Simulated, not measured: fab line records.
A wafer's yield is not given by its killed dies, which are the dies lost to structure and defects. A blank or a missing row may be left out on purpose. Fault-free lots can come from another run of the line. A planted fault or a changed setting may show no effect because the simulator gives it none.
A lot that was struck, set against a sound lot || flow n5_finfet || 13 steps out of a route of 1938
Sound: the wafers L124.1, L124.2, L124.5. Struck: wafer L110.2 (L110.1, L110.4, from the same lot, were not struck and are left out); the cause is given at the end.
Each step with rows lists, per side, the tool, then ch with its chambers, then its first start. Under that, the readings that differ: sound wafers || struck wafers || difference of the means || sigmas: that difference in standard deviations of wafers without a fault.
alike: same words and numbers on both sides, and readings whose means sit less than 2 such deviations apart. not compared: any withheld reading, any reading some wafer has no value for, any bound like >300 that may hide the same value, and any number with overlapping values for which the record gives no deviation.
Wherever a step has rows on one side only, a row that says differs or no value, or a row with sigmas, the two part there. Non-overlapping numbers with no deviation appear without sigmas and do not part them. Lack of a reading on every wafer of one side parts them only where that side has two or more wafers.

first, 9 steps without rows for these wafers: N5_SDB_DESCUM_16 (chemistry O2, time 7.9 s); N5_SDB_ETCH_17 (etches SiARC in CF4, target depth 23.4 nm, time 39 s); N5_SDB_ETCH_18 (etches SOC in N2/H2, target depth 100 nm, overetch 20 nm, time 150 s); N5_SDB_STRIP_19 (strips in N2/H2); N5_SDB_STRIP_21 (strips in CF4); N5_SDB_HM_OPEN_20 (chemistry CH3F/O2, target SiNx, stops on poly-Si, target depth 24 nm); N5_SDB_STRIP_22 (strips in N2/H2); N5_SDB_PRECLEAN_23 (cleans in dHF, time 30 s); N5_SDB_DUMMY_REMOVE_24 (chemistry TMAH, target poly-Si, stops on SiO2, target depth 142 nm, time 57 s, rinse time 30 s).
N5_SDB_ETCH_25: etches SiO2 in C4F6/O2, target depth 10 nm, time 3.3 s.
  sound on rie_diel-03 ch 0,1,2, day 9 15:07; struck on rie_diel-03 ch 1, day 5 22:59
{"reading": "model.etch.depth_nm (nm)", "sound": "10.2 10.12 9.903", "struck": 8.364, "difference": -1.710, "sigmas": ""}
  alike: drypump_motor_current_A, oes_ar_750_au, oes_f_703_au, oes_o_777_au, oes_product_au, rf_vpp_V, showerhead_plenum_p_Torr, throttle_valve_pct
  not compared: rf_hours_counter_h
then, 1 step without rows for these wafers: N5_SDB_CUT_ETCH_26 (etches Si in HBr/Cl2/O2, target depth 129.6 nm, bt time 20 s, time 51.8 s).
-- the record jumps here: 4 days lie between the struck wafers' starts before and after (it left off in module SDB and takes up again in module BEOL_M4, whose first step shown is number 1111 of the route) --
N5_BEOL_M4_RC_MEAS_101:
  sound on prober-01 ch 0, day 14 05:49; struck on prober-02 ch 0, day 10 06:15
  alike: DIBL_N, DIBL_P, IOFF_N, IOFF_P, ION_N, ION_P, SS_N, SS_P, VT_N, VT_P
next, for these wafers, 1 step has no rows: N5_PASSIVATION_PROBE_49.

WHERE THEY PART
Nowhere in this record.

WHY: whatever the simulator had introduced
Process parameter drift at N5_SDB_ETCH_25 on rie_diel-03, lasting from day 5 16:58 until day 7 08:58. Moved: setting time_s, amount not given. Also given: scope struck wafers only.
